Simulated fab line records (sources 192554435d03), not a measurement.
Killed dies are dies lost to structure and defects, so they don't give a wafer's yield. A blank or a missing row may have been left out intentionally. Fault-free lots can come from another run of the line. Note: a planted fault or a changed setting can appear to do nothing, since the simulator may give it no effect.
Lot-split experiment + flow n5_finfet + 21 wafers read across 7 lots, on a route 1938 steps long

THE SPLIT ITSELF
At N5_BEOL_M1_EXPOSE_25 (exposes mask V0, defocus 5 nm, target cd 24 nm), the setting dose_mj was moved away from the recipe's 63 on 6 of the 21 wafers read, by -6.1% to +5.0%. All remaining wafers had this setting at the recipe value.

FROM THE SPLIT TO THE READING: what the file shows between them, 2 steps
- N5_BEOL_M1_PEB_26: peb time 60 s
- N5_BEOL_M1_DEVELOP_27: develop time 30 s

THE READING
cd_nm, in nm, at N5_BEOL_M1_CD_MEAS_28 (target cd y 23.3 nm). Fault-free wafers of this fab line usually give 23.99 nm, standard deviation 0.27 nm.

| wafer  | tool, chamber at the split | dose_mj as run | against the recipe | cd_nm, nm | against lot-mates on the recipe |
|--------|----------------------------|----------------|--------------------|-----------|---------------------------------|
| L076.2 | euv_scanner-02, 0          | 63             | recipe             | 23.76     | -                               |
| L076.3 | euv_scanner-02, 0          | 63             | recipe             | 23.84     | -                               |
| L076.4 | euv_scanner-02, 0          | 63             | recipe             | 24.05     | -                               |
| L078.1 | euv_scanner-02, 0          | 63             | recipe             | 24.59     | -                               |
| L078.4 | euv_scanner-02, 0          | 63             | recipe             | 24.09     | -                               |
| L078.6 | euv_scanner-02, 0          | 63             | recipe             | 24.32     | -                               |
| L079.1 | euv_scanner-01, 0          | 63             | recipe             | 23.77     | -                               |
| L079.2 | euv_scanner-01, 0          | 59.14          | -6.1%              | 22.49     | -1.28                           |
| L079.4 | euv_scanner-01, 0          | 59.14          | -6.1%              | 23.07     | -0.70                           |
| L084.1 | euv_scanner-01, 0          | 66.12          | +5.0%              | 24.95     | +1.14                           |
| L084.3 | euv_scanner-01, 0          | 63             | recipe             | 23.81     | -                               |
| L084.6 | euv_scanner-01, 0          | 66.12          | +5.0%              | 25.07     | +1.26                           |
| L087.1 | euv_scanner-02, 0          | 65.38          | +3.8%              | 24.85     | +0.75                           |
| L087.4 | euv_scanner-02, 0          | 65.38          | +3.8%              | 24.69     | +0.59                           |
| L087.5 | euv_scanner-02, 0          | 63             | recipe             | 24.10     | -                               |
| L088.1 | euv_scanner-01, 0          | 63             | recipe             | 23.98     | -                               |
| L088.5 | euv_scanner-01, 0          | 63             | recipe             | 23.59     | -                               |
| L088.6 | euv_scanner-01, 0          | 63             | recipe             | 24.03     | -                               |
| L090.3 | euv_scanner-01, 0          | 63             | recipe             | 23.82     | -                               |
| L090.5 | euv_scanner-01, 0          | 63             | recipe             | 24.25     | -                               |
| L090.6 | euv_scanner-01, 0          | 63             | recipe             | 24.31     | -                               |

FIT RESULTS
A straight line over all 21 wafers: cd_nm changes by +0.201 nm for each +1% of dose_mj; r = +0.92; the points scatter about the line by 0.25 nm.
The same after taking each lot's own level away (the mean of its wafers on the recipe; 21 wafers): +0.189 nm for each +1%; r = +0.93; scatter 0.2 nm.
That fit puts the effect of the largest move of dose_mj on the reading at 1.2 nm.
Measured against the standard deviation above, the lots' own levels, which go from 23.770 to 24.333 nm, span 2.1 times it.
The two slopes are in agreement: the lot-to-lot level therefore moves the slope only a little.
Check: for one of the wafers moved furthest among these (-6.1%), held out of the fit, the line's prediction against its lot-mates is -1.05 nm. It came out at -1.28 nm against them.

FURTHER SPLITS ON THESE WAFERS
These wafers also went through other splits before the reading. Each is held against what the fit with the lots' levels taken away leaves over:
| other split on the same wafers              | wafers away from the commonest value | r with cd_nm (lot level and that fit taken away) |
|---------------------------------------------|--------------------------------------|--------------------------------------------------|
| N5_BEOL_M0_SAQP_SPACER2_ALD_26 target_thk_a | 9                                    | +0.38                                            |
| N5_BEOL_M0_ETCH_109 bias_w                  | 9                                    | +0.36                                            |

THE WHOLE CHAIN: every reading that the file lists as answering this split, in the file's order
| step                   | what it does                                                       | reading                                                        | change (the file's fit)               | r (the file's) |
|------------------------|--------------------------------------------------------------------|----------------------------------------------------------------|---------------------------------------|----------------|
| N5_BEOL_M1_CD_MEAS_28  | target cd y 23.3 nm                                                | cd_nm                                                          | +0.191 nm for each +1% of the setting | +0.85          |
| N5_BEOL_M1_VIA_ETCH_34 | etches the open film in C4F6/O2, target depth 67.8 nm, time 64.4 s | BEOL_M1.cd_nm (the simulator's own value, which no gauge read) | +0.215 nm for each +1% of the setting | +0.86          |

THE FILE'S OWN FIT
cd_nm changes by +0.191 nm for each +1% of dose_mj, r = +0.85.
